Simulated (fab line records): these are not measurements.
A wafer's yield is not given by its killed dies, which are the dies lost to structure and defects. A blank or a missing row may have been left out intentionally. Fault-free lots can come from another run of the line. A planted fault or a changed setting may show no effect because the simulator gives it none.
Code-filled problem report in 8D (eight disciplines) form    flow n5 finfet    the parts of the form that need people (team, actions taken, sign-off) are left out

## 1. THE ISSUE
head pressure psi at N5_BEOL_M1_CMP_52 reads a mean of 1.1727 psi on 6 wafers of 2 lots; wafers without a fault read 1.0000 psi with a standard deviation of 0.0023. Relative to the usual mean, that is a shift of +75 standard deviations.
The step: polishes, stops on SiOC, t overpolish 6.8 s, target thk 40 nm.
First seen on wafer L180.3, day 9 18:23, on cmp-02. The record holds 30 wafers of 10 lots with a number at this step. By rule, "out" or "out of limits" means more than 4 standard deviations away from the usual mean. Any other wafer with a number is counted as sound.

## 2. WHAT IT IS; WHAT IT IS NOT
question                     is                                           is not
which readings at this step  head pressure psi, barrier field endpoint s  motor current A, overpolish run s, time to endpoint s
which lots                   L180, L181                                   L167, L171, L172, L175, L177, L179, L183, L190
which wafers of those lots   all that have a number                       -
read on which tools          cmp-02                                       cmp-01, cmp-04
when                         from day 9 18:23                             up to then (18 sound wafers); but 6 sound wafers of L183, L190 came after

## 3. SUSPECTS, AND WHAT RULES EACH OUT
Counting: a tool at a process step up to the reading stays a suspect if it ran every lot that is out and no sound lot after the first of them.
- pvd sputter-03 at N5_BEOL_M1_ANNEAL_49 (time 240 s): ruled out as a lasting fault. The sound lots L183 went through it after L180, its earliest lot that is out (day 9 13:10).
- pvd sputter-03 at N5_BEOL_M1_SPUTTER_88 (material Cu, target thk 4.5 nm, time 8.29 s): ruled out as a lasting fault. The sound lots L183 went through it after L180, its earliest lot that is out (day 9 13:58).
- cmp-02 at N5_BEOL_M1_CMP_52 (polishes, stops on SiOC, t overpolish 6.8 s, target thk 40 nm): ruled out as a lasting fault. The sound lots L190 went through it after L180, its earliest lot that is out (day 9 18:23).
Left after counting: nothing in the record.

## 4. THE CAUSE (what the simulator had put in)
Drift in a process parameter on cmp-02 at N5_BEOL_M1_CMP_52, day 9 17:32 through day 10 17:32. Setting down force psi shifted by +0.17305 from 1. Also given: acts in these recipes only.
Counting ruled it out, wrongly.

## 5. SEQUENCE OF EFFECTS, ordered by route
Each row: a reading where the mean over the struck wafers with a number is more than 3 standard deviations away from the usual. Only readings for which the record gives a usual standard deviation are gone through. hours: the time from each lot's start at the first step in this table that gives one to its start at this step, as a median over the lots. sigmas: the change in usual standard deviations.
hours  step               reading                   usual       on struck wafers  change   sigmas
0      N5_BEOL_M1_CMP_52  barrier field endpoint s  24.9 s      21.4              -3.5     -6.5
0      N5_BEOL_M1_CMP_52  head pressure psi         1.0000 psi  1.1727            +0.1727  +75
Process steps it contains:
- N5_BEOL_M1_CMP_52: polishes, stops on SiOC, t overpolish 6.8 s, target thk 40 nm.
At these later measuring or inspecting steps, every struck wafer for which the step has a row has a number for every such reading, and none has moved that far: N5_BEOL_M2_THK_MEAS_01, N5_BEOL_M4_RC_MEAS_101.

## 6. HOW IT WOULD HAVE BEEN CAUGHT EARLIER
In this record the first reading out of limits was taken at day 9 18:23, 1 hour after the fault began at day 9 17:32.
